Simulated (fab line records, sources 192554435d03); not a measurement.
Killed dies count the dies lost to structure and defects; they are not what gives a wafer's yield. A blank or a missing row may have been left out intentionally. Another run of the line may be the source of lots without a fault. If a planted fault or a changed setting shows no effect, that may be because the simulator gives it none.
Split-lot experiment || flow n5-finfet || 21 wafers read from 7 lots, route of 1938 steps

## THE SPLIT ITSELF
At N5_BEOL_M10_COAT_60 (time 60 s, resist thk 30 nm), the setting spin-rpm was moved away from the recipe's 1500 rpm on 10 of the 21 wafers read, by -8.7% to +8.8%. This setting was run at the recipe's value on the other wafers.

Reading taken at the split's own step.

## THE READING
SiARC_of_BEOL_M10_COAT_60.thk-nm (the simulator's own value, which no gauge read), in nm, at N5_BEOL_M10_COAT_60 (time 60 s, resist thk 30 nm). The file gives no usual value for it. The 11 wafers here that ran the recipe average 30.0 nm, standard deviation 0.12 nm.

{"wafer": "L075.1", "tool, chamber at the split": "litho-track-04, 0", "spin-rpm as run, rpm": 1632, "against the recipe": "+8.8%", "SiARC_of_BEOL_M10_COAT_60.thk-nm, nm": 28.6, "against lot-mates on the recipe": -1.2}
{"wafer": "L075.4", "tool, chamber at the split": "litho-track-04, 0", "spin-rpm as run, rpm": 1632, "against the recipe": "+8.8%", "SiARC_of_BEOL_M10_COAT_60.thk-nm, nm": 28.6, "against lot-mates on the recipe": -1.2}
{"wafer": "L075.5", "tool, chamber at the split": "litho-track-04, 0", "spin-rpm as run, rpm": 1500, "against the recipe": "recipe", "SiARC_of_BEOL_M10_COAT_60.thk-nm, nm": 29.8, "against lot-mates on the recipe": "-"}
{"wafer": "L078.1", "tool, chamber at the split": "litho-track-03, 0", "spin-rpm as run, rpm": 1500, "against the recipe": "recipe", "SiARC_of_BEOL_M10_COAT_60.thk-nm, nm": 30, "against lot-mates on the recipe": "-"}
{"wafer": "L078.2", "tool, chamber at the split": "litho-track-03, 0", "spin-rpm as run, rpm": 1500, "against the recipe": "recipe", "SiARC_of_BEOL_M10_COAT_60.thk-nm, nm": 30, "against lot-mates on the recipe": "-"}
{"wafer": "L078.4", "tool, chamber at the split": "litho-track-03, 0", "spin-rpm as run, rpm": 1500, "against the recipe": "recipe", "SiARC_of_BEOL_M10_COAT_60.thk-nm, nm": 30, "against lot-mates on the recipe": "-"}
{"wafer": "L084.2", "tool, chamber at the split": "litho-track-03, 0", "spin-rpm as run, rpm": 1369, "against the recipe": "-8.7%", "SiARC_of_BEOL_M10_COAT_60.thk-nm, nm": 31.4, "against lot-mates on the recipe": "+1.4"}
{"wafer": "L084.5", "tool, chamber at the split": "litho-track-03, 0", "spin-rpm as run, rpm": 1369, "against the recipe": "-8.7%", "SiARC_of_BEOL_M10_COAT_60.thk-nm, nm": 31.4, "against lot-mates on the recipe": "+1.4"}
{"wafer": "L084.3", "tool, chamber at the split": "litho-track-03, 0", "spin-rpm as run, rpm": 1500, "against the recipe": "recipe", "SiARC_of_BEOL_M10_COAT_60.thk-nm, nm": 30, "against lot-mates on the recipe": "-"}
{"wafer": "L085.2", "tool, chamber at the split": "litho-track-03, 0", "spin-rpm as run, rpm": 1500, "against the recipe": "recipe", "SiARC_of_BEOL_M10_COAT_60.thk-nm, nm": 30, "against lot-mates on the recipe": "-"}
{"wafer": "L085.6", "tool, chamber at the split": "litho-track-03, 0", "spin-rpm as run, rpm": 1500, "against the recipe": "recipe", "SiARC_of_BEOL_M10_COAT_60.thk-nm, nm": 30, "against lot-mates on the recipe": "-"}
{"wafer": "L085.4", "tool, chamber at the split": "litho-track-03, 0", "spin-rpm as run, rpm": 1419, "against the recipe": "-5.4%", "SiARC_of_BEOL_M10_COAT_60.thk-nm, nm": 30.8, "against lot-mates on the recipe": "+0.8"}
{"wafer": "L089.1", "tool, chamber at the split": "litho-track-04, 0", "spin-rpm as run, rpm": 1551, "against the recipe": "+3.4%", "SiARC_of_BEOL_M10_COAT_60.thk-nm, nm": 29.4, "against lot-mates on the recipe": -0.4}
{"wafer": "L089.4", "tool, chamber at the split": "litho-track-04, 0", "spin-rpm as run, rpm": 1551, "against the recipe": "+3.4%", "SiARC_of_BEOL_M10_COAT_60.thk-nm, nm": 29.4, "against lot-mates on the recipe": -0.4}
{"wafer": "L089.5", "tool, chamber at the split": "litho-track-04, 0", "spin-rpm as run, rpm": 1500, "against the recipe": "recipe", "SiARC_of_BEOL_M10_COAT_60.thk-nm, nm": 29.8, "against lot-mates on the recipe": "-"}
{"wafer": "L096.1", "tool, chamber at the split": "litho-track-02, 0", "spin-rpm as run, rpm": 1500, "against the recipe": "recipe", "SiARC_of_BEOL_M10_COAT_60.thk-nm, nm": 30.2, "against lot-mates on the recipe": "-"}
{"wafer": "L096.2", "tool, chamber at the split": "litho-track-02, 0", "spin-rpm as run, rpm": 1411, "against the recipe": "-5.9%", "SiARC_of_BEOL_M10_COAT_60.thk-nm, nm": 31, "against lot-mates on the recipe": "+0.9"}
{"wafer": "L096.3", "tool, chamber at the split": "litho-track-02, 0", "spin-rpm as run, rpm": 1500, "against the recipe": "recipe", "SiARC_of_BEOL_M10_COAT_60.thk-nm, nm": 30, "against lot-mates on the recipe": "-"}
{"wafer": "L097.2", "tool, chamber at the split": "litho-track-04, 0", "spin-rpm as run, rpm": 1500, "against the recipe": "recipe", "SiARC_of_BEOL_M10_COAT_60.thk-nm, nm": 30.2, "against lot-mates on the recipe": "-"}
{"wafer": "L097.4", "tool, chamber at the split": "litho-track-04, 0", "spin-rpm as run, rpm": 1619, "against the recipe": "+7.9%", "SiARC_of_BEOL_M10_COAT_60.thk-nm, nm": 29.2, "against lot-mates on the recipe": -1.0}
{"wafer": "L097.6", "tool, chamber at the split": "litho-track-04, 0", "spin-rpm as run, rpm": 1619, "against the recipe": "+7.9%", "SiARC_of_BEOL_M10_COAT_60.thk-nm, nm": 29, "against lot-mates on the recipe": -1.2}

THE FIT
A straight line over all 21 wafers: SiARC_of_BEOL_M10_COAT_60.thk-nm changes by -0.15 nm for each +1% of spin-rpm; r = -0.98; the points scatter about the line by 0.14 nm.
The same after taking each lot's own level away (the mean of its wafers on the recipe; 21 wafers): -0.146 nm for each +1%; r = -1.00; scatter 0.066 nm.
The reading moves by 1.3 nm for the largest change in spin-rpm, on that fit.
Measured against the standard deviation above, the lots' own levels, which go from 29.80 to 30.20 nm, span 3.3 times it.
The two slopes agree, so the slope changes little with the lot-to-lot level.
Check: -1.25 nm against its lot-mates is what the line predicts for one of the wafers moved furthest among these (+8.8%) when that wafer is left out of the fit. It came out at -1.2 nm against them.

## FURTHER SPLITS ON THESE WAFERS
Other splits were also applied to these wafers ahead of the reading. Each is held against what the fit with the lots' levels taken away leaves over:
{"other split on the same wafers": "N5_BEOL_M8_DESCUM_16 time-s", "wafers away from the commonest value": 6, "r with SiARC_of_BEOL_M10_COAT_60.thk-nm (lot level and that fit taken away)": -0.13}
{"other split on the same wafers": "N5_BEOL_M9_COAT_60 spin-rpm", "wafers away from the commonest value": 6, "r with SiARC_of_BEOL_M10_COAT_60.thk-nm (lot level and that fit taken away)": "+0.02"}
{"other split on the same wafers": "N5_BEOL_M9_EXPOSE_08 dose-mj", "wafers away from the commonest value": 8, "r with SiARC_of_BEOL_M10_COAT_60.thk-nm (lot level and that fit taken away)": -0.23}

## THE FILE'S OWN FIT
SiARC_of_BEOL_M10_COAT_60.thk-nm changes by -0.145 nm for each +1% of spin-rpm, r = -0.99.
